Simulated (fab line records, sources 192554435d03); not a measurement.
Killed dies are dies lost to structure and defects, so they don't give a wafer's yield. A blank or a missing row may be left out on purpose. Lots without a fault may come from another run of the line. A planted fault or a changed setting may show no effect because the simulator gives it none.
A struck lot beside a sound one | flow n5_finfet | 16 steps out of a route of 1938
Sound: wafers L386.2, L386.3, L386.6. Struck: wafers L396.2, L396.4, L396.6. The cause comes at the end.
At each step with rows: each side's tool, then ch and its chambers, then its first start. Under that, the readings that differ: sound wafers | struck wafers | difference of the means | sigmas: that difference in standard deviations of wafers without a fault.
alike: readings whose means differ by less than 2 such deviations, and words and numbers that are the same on both sides. not compared: withheld readings, readings that some wafer has no value for, bounds like >300 that may hide the same value, and numbers for which the record gives no deviation and whose values overlap.
The two part at a step that has a row with sigmas, a row that says differs or no value, or rows on one side only. Numbers that don't overlap but have no deviation are shown without sigmas and don't part them. A reading that every wafer of one side lacks parts them only if that side has two wafers or more.

N5_MOL_CONTACT_COAG_ETCH_106: etches SOC in N2/H2, target depth 80 nm, overetch 16 nm, time 120 s.
  sound on rie_diel-04 ch 0,2,3, day 5 23:44; struck on rie_diel-04 ch 0,1,2, day 8 10:46
  alike: drypump_motor_current_A, oes_product_au, rf_vpp_V, showerhead_plenum_p_Torr, throttle_valve_pct
  not compared: rf_hours_counter_h
then, 2 steps without rows for these wafers: N5_MOL_CONTACT_COAG_STRIP_107 (strips in N2/H2); N5_MOL_CONTACT_COAG_STRIP_108 (strips in N2/H2).
N5_MOL_CONTACT_COAG_CONTACT_ETCH_14: etches SiO2 in C4F6/O2, target depth 27.5 nm, overetch 8.5 nm, time 20 s.
  sound on rie_diel-04 ch 0,2,3, day 5 23:50; struck on rie_diel-04 ch 0,1,2, day 8 10:52
  alike: drypump_motor_current_A, oes_product_au, rf_vpp_V, showerhead_plenum_p_Torr, throttle_valve_pct
  not compared: rf_hours_counter_h
then, 1 step without rows for these wafers: N5_MOL_CONTACT_COAG_STRIP_109 (strips in C4F6/O2).
N5_MOL_CONTACT_COAG_ETCH_15: etches SiNx in CH3F/O2, stops on Si:P, target depth 7 nm.
  sound on rie_diel-04 ch 0,2,3, day 5 23:52; struck on rie_diel-04 ch 0,1,2, day 8 10:55
  alike: drypump_motor_current_A, oes_product_au, rf_vpp_V, showerhead_plenum_p_Torr, throttle_valve_pct
  not compared: rf_hours_counter_h
then, 2 steps without rows for these wafers: N5_MOL_CONTACT_COAG_ETCH_110 (etches Si in CF4/O2, target depth 2.5 nm, time 8 s); N5_MOL_CONTACT_COAG_STRIP_98 (strips in N2/H2).
N5_MOL_CONTACT_COAG_CD_MEAS_99: target cd 17.2 nm.
  sound on cd_sem-01, day 6 00:03; struck on cd_sem-03, day 8 11:05
  alike: cd_nm
then, 2 steps without rows for these wafers: N5_MOL_CONTACT_COAG_IMPLANT_129; N5_MOL_CONTACT_COAG_PRECLEAN_111 (cleans in NF3:NH3, afs cycles 1, time 20 s, sublimation time 60 s).
N5_MOL_CONTACT_COAG_TI_SIL_19: material Ti, target thk 4.2 nm, time 15 s.
  sound on pvd_sputter-02, day 6 02:01; struck on pvd_sputter-02, day 8 11:34
  alike: throttle_valve_pct
N5_MOL_CONTACT_COAG_ALD_20: deposits TiN, target thk 1.5 nm, pulse time 1 s, purge time 3 s.
  sound on ald_metal-04 ch 0,2,3, day 6 02:08; struck on ald_metal-04 ch 0,1, day 8 11:41
  reading                                          | sound       | struck   | difference | sigmas
  ald_cycles                                       | 68 68 68    | 44 44 44 | -24        |
  model.TiN_of_MOL_CONTACT_COAG_ALD_20.thk_nm (nm) | 1.6 1.6 1.4 | 1 1 1    | -1         |
  alike: heater_power_outer_w, heater_power_w, precursor_pulse_height_rel
N5_MOL_CONTACT_COAG_SIL_ANNEAL_21: time 60 s.
  sound on rtp_anneal-01 ch 0, day 6 02:32; struck on rtp_anneal-01 ch 0
  alike: lamp_power_pct, wafer_temp_C_max
-- the record jumps here: 3 days lie between the struck wafers' starts before and after (it left off in module MOL_CONTACT_COAG and takes up again in module BEOL_M4, whose first step shown is number 1111 of the route) --
N5_BEOL_M4_RC_MEAS_101:
  sound on prober-02 ch 0, day 9 03:31; struck on prober-01 ch 0, day 11 22:28
  reading   | sound          | struck         | difference | sigmas
  VT_P (mV) | -252 -252 -253 | -248 -244 -240 | +8         | +2
  alike: DIBL_N, DIBL_P, IOFF_N, IOFF_P, ION_N, ION_P, SS_N, SS_P, VT_N
then, 1 step without rows for these wafers: N5_PASSIVATION_PROBE_49.

WHERE THEY PART
Only at N5_BEOL_M4_RC_MEAS_101, within this record.

WHY: what the simulator had put in
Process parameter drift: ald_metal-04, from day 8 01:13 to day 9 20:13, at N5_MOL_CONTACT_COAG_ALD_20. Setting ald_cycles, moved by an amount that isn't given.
